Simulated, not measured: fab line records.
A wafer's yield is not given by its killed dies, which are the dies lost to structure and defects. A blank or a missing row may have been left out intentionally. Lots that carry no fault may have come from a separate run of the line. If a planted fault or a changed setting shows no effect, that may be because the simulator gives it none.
Split-lot study -- flow n5Finfet -- 39 wafers read across 7 lots, on a route 1938 steps long

THE SPLIT ITSELF
At N5_DUMMY_GATE_ETCH_37 (etches SOC in N2/H2, target depth 60 nm, overetch 30 nm), the setting sourceW was moved away from the recipe's 840 W on 12 of the 39 wafers read, by -15.3% to +14.0%. All remaining wafers had this setting at the recipe value.

The reading comes from the split's own step.

THE READING
rfVppV, in V, at N5_DUMMY_GATE_ETCH_37 (etches SOC in N2/H2, target depth 60 nm, overetch 30 nm). On this fab line, fault-free wafers typically give 525 V with a standard deviation of 3.1 V.

wafer,"tool, chamber at the split","sourceW as run, W",against the recipe,"rfVppV, V",against lot-mates on the recipe
L074.1,"rieDiel-05, 2",711.7,-15.3%,550,+26
L074.2,"rieDiel-05, 3",840,recipe,523,-
L074.3,"rieDiel-05, 0",711.7,-15.3%,557,+33
L074.4,"rieDiel-05, 2",711.7,-15.3%,550,+26
L074.5,"rieDiel-05, 0",840,recipe,528,-
L074.6,"rieDiel-05, 3",840,recipe,522,-
L077.1,"rieDiel-04, 1",840,recipe,526,-
L077.2,"rieDiel-04, 0",840,recipe,522,-
L077.3,"rieDiel-04, 3",840,recipe,528,-
L077.4,"rieDiel-04, 2",840,recipe,520,-
L077.5,"rieDiel-04, 3",840,recipe,526,-
L077.6,"rieDiel-04, 2",840,recipe,520,-
L081.3,"rieDiel-04, 2",840,recipe,521,-
L081.5,"rieDiel-04, 0",840,recipe,525,-
L081.6,"rieDiel-04, 1",840,recipe,527,-
L083.1,"rieDiel-03, 3",840,recipe,524,-
L083.2,"rieDiel-03, 1",718.8,-14.4%,552,+27
L083.3,"rieDiel-03, 2",840,recipe,526,-
L083.4,"rieDiel-03, 0",718.8,-14.4%,551,+26
L083.5,"rieDiel-03, 3",718.8,-14.4%,552,+27
L083.6,"rieDiel-03, 2",840,recipe,525,-
L085.1,"rieDiel-04, 2",957.7,+14.0%,499,-27
L085.2,"rieDiel-04, 0",840,recipe,525,-
L085.3,"rieDiel-04, 3",840,recipe,527,-
L085.4,"rieDiel-04, 1",840,recipe,527,-
L085.5,"rieDiel-04, 1",957.7,+14.0%,506,-20
L085.6,"rieDiel-04, 0",957.7,+14.0%,502,-24
L087.1,"rieDiel-05, 1",840,recipe,529,-
L087.2,"rieDiel-05, 3",840,recipe,524,-
L087.3,"rieDiel-05, 0",840,recipe,528,-
L087.4,"rieDiel-05, 0",725.4,-13.6%,555,+28
L087.5,"rieDiel-05, 1",725.4,-13.6%,556,+29
L087.6,"rieDiel-05, 3",725.4,-13.6%,548,+21
L097.1,"rieDiel-03, 0",840,recipe,522,-
L097.2,"rieDiel-03, 2",840,recipe,526,-
L097.3,"rieDiel-03, 3",840,recipe,524,-
L097.4,"rieDiel-03, 1",840,recipe,523,-
L097.5,"rieDiel-03, 0",840,recipe,521,-
L097.6,"rieDiel-03, 1",840,recipe,524,-

THE FIT
A straight line over all 39 wafers: rfVppV changes by -1.82 V for each +1% of sourceW; r = -0.98; the points scatter about the line by 3 V.
The same after taking each lot's own level away (the mean of its wafers on the recipe; 39 wafers): -1.82 V for each +1%; r = -0.98; scatter 2.5 V.
The reading moves by 28 V for the largest change in sourceW, on that fit.
The lots' own levels span 523.3 to 527.0 V, that is 1.2 times the standard deviation above.
The two slopes are in agreement: the lot-to-lot level therefore moves the slope only a little.
Check: +28.2 V against its lot-mates is what the line predicts for one of the wafers moved furthest among these (-15.3%) when that wafer is left out of the fit. It came out at +25.7 V against them.
Tool readings at the split's step, against how far the setting was moved: rfVppV r = -0.98.

THE FILE'S OWN FIT
rfVppV changes by -1.83 V for each +1% of sourceW, r = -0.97.
